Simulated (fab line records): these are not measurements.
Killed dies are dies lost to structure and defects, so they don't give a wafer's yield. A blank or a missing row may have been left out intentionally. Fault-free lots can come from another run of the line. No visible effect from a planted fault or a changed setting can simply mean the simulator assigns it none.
Chamber matching / flow n5_finfet / N5_BEOL_M5_STRIP_19 on rie_diel-01: 4 sister chambers
The step strips in O2. 18 wafers are shown with their chamber, then 9 later ones without.

== WAFERS, EACH WITH ITS CHAMBER ==
wafer=L075.1; chamber=3; showerhead_plenum_p_Torr (Torr)=2.10; throttle_valve_pct (%)=16.76; oes_product_au (a.u.)=0.73
wafer=L075.4; chamber=1; showerhead_plenum_p_Torr (Torr)=2.25; throttle_valve_pct (%)=16.59; oes_product_au (a.u.)=0.87
wafer=L075.6; chamber=2; showerhead_plenum_p_Torr (Torr)=2.17; throttle_valve_pct (%)=16.41; oes_product_au (a.u.)=0.72
wafer=L077.2; chamber=1; showerhead_plenum_p_Torr (Torr)=2.24; throttle_valve_pct (%)=16.59; oes_product_au (a.u.)=0.87
wafer=L077.3; chamber=0; showerhead_plenum_p_Torr (Torr)=2.11; throttle_valve_pct (%)=16.50; oes_product_au (a.u.)=0.91
wafer=L077.5; chamber=1; showerhead_plenum_p_Torr (Torr)=2.24; throttle_valve_pct (%)=16.59; oes_product_au (a.u.)=0.87
wafer=L082.1; chamber=3; showerhead_plenum_p_Torr (Torr)=2.10; throttle_valve_pct (%)=16.77; oes_product_au (a.u.)=0.74
wafer=L082.4; chamber=1; showerhead_plenum_p_Torr (Torr)=2.24; throttle_valve_pct (%)=16.59; oes_product_au (a.u.)=0.87
wafer=L082.5; chamber=3; showerhead_plenum_p_Torr (Torr)=2.10; throttle_valve_pct (%)=16.77; oes_product_au (a.u.)=0.74
wafer=L083.1; chamber=1; showerhead_plenum_p_Torr (Torr)=2.24; throttle_valve_pct (%)=16.63; oes_product_au (a.u.)=0.85
wafer=L083.5; chamber=2; showerhead_plenum_p_Torr (Torr)=2.17; throttle_valve_pct (%)=16.45; oes_product_au (a.u.)=0.70
wafer=L083.6; chamber=1; showerhead_plenum_p_Torr (Torr)=2.24; throttle_valve_pct (%)=16.60; oes_product_au (a.u.)=0.86
wafer=L086.1; chamber=1; showerhead_plenum_p_Torr (Torr)=2.24; throttle_valve_pct (%)=16.64; oes_product_au (a.u.)=0.85
wafer=L086.2; chamber=2; showerhead_plenum_p_Torr (Torr)=2.16; throttle_valve_pct (%)=16.47; oes_product_au (a.u.)=0.70
wafer=L086.4; chamber=0; showerhead_plenum_p_Torr (Torr)=2.11; throttle_valve_pct (%)=16.52; oes_product_au (a.u.)=0.87
wafer=L087.2; chamber=2; showerhead_plenum_p_Torr (Torr)=2.16; throttle_valve_pct (%)=16.46; oes_product_au (a.u.)=0.70
wafer=L087.4; chamber=3; showerhead_plenum_p_Torr (Torr)=2.09; throttle_valve_pct (%)=16.78; oes_product_au (a.u.)=0.72
wafer=L087.5; chamber=0; showerhead_plenum_p_Torr (Torr)=2.11; throttle_valve_pct (%)=16.52; oes_product_au (a.u.)=0.88

SIGNATURES, as means of the wafers listed above
reading=showerhead_plenum_p_Torr; chamber 0=2.1100; chamber 1=2.2414; chamber 2=2.1650; chamber 3=2.0975; scatter within a chamber=0.00432
reading=throttle_valve_pct; chamber 0=16.5133; chamber 1=16.6043; chamber 2=16.4475; chamber 3=16.7700; scatter within a chamber=0.0195
reading=oes_product_au; chamber 0=0.8867; chamber 1=0.8629; chamber 2=0.7050; chamber 3=0.7325; scatter within a chamber=0.0119
Rule: a wafer's distance from a chamber is the root of the sum, over the readings, of the square of ((its reading less the chamber's mean) divided by the reading's scatter). If the next closest chamber is less than 2 further off than the closest, the wafer can't be placed; otherwise it belongs to the closest. The scatter: the root of (the sum of the squares of (reading less its chamber's mean) over the shown wafers, divided by (wafers less chambers)).

== WAFERS WITHOUT THEIR CHAMBER ==
wafer=L088.3; showerhead_plenum_p_Torr (Torr)=2.09; throttle_valve_pct (%)=16.81; oes_product_au (a.u.)=0.73
wafer=L088.4; showerhead_plenum_p_Torr (Torr)=2.16; throttle_valve_pct (%)=16.48; oes_product_au (a.u.)=0.71
wafer=L088.5; showerhead_plenum_p_Torr (Torr)=2.16; throttle_valve_pct (%)=16.47; oes_product_au (a.u.)=0.71
wafer=L089.1; showerhead_plenum_p_Torr (Torr)=2.16; throttle_valve_pct (%)=16.46; oes_product_au (a.u.)=0.70
wafer=L089.2; showerhead_plenum_p_Torr (Torr)=2.09; throttle_valve_pct (%)=16.80; oes_product_au (a.u.)=0.73
wafer=L089.6; showerhead_plenum_p_Torr (Torr)=2.16; throttle_valve_pct (%)=16.46; oes_product_au (a.u.)=0.70
wafer=L090.1; showerhead_plenum_p_Torr (Torr)=2.09; throttle_valve_pct (%)=16.82; oes_product_au (a.u.)=0.72
wafer=L090.4; showerhead_plenum_p_Torr (Torr)=2.16; throttle_valve_pct (%)=16.46; oes_product_au (a.u.)=0.70
wafer=L090.5; showerhead_plenum_p_Torr (Torr)=2.16; throttle_valve_pct (%)=16.48; oes_product_au (a.u.)=0.70

== CHAMBER TAKEN BY EACH ==
wafer=L088.3; from the rows above=3; in truth=3
wafer=L088.4; from the rows above=2; in truth=2
wafer=L088.5; from the rows above=2; in truth=2
wafer=L089.1; from the rows above=2; in truth=2
wafer=L089.2; from the rows above=3; in truth=3
wafer=L089.6; from the rows above=2; in truth=2
wafer=L090.1; from the rows above=3; in truth=3
wafer=L090.4; from the rows above=2; in truth=2
wafer=L090.5; from the rows above=2; in truth=2
9 of 9 placed correctly. Not placeable from these rows: 0. 0 placed wrongly.
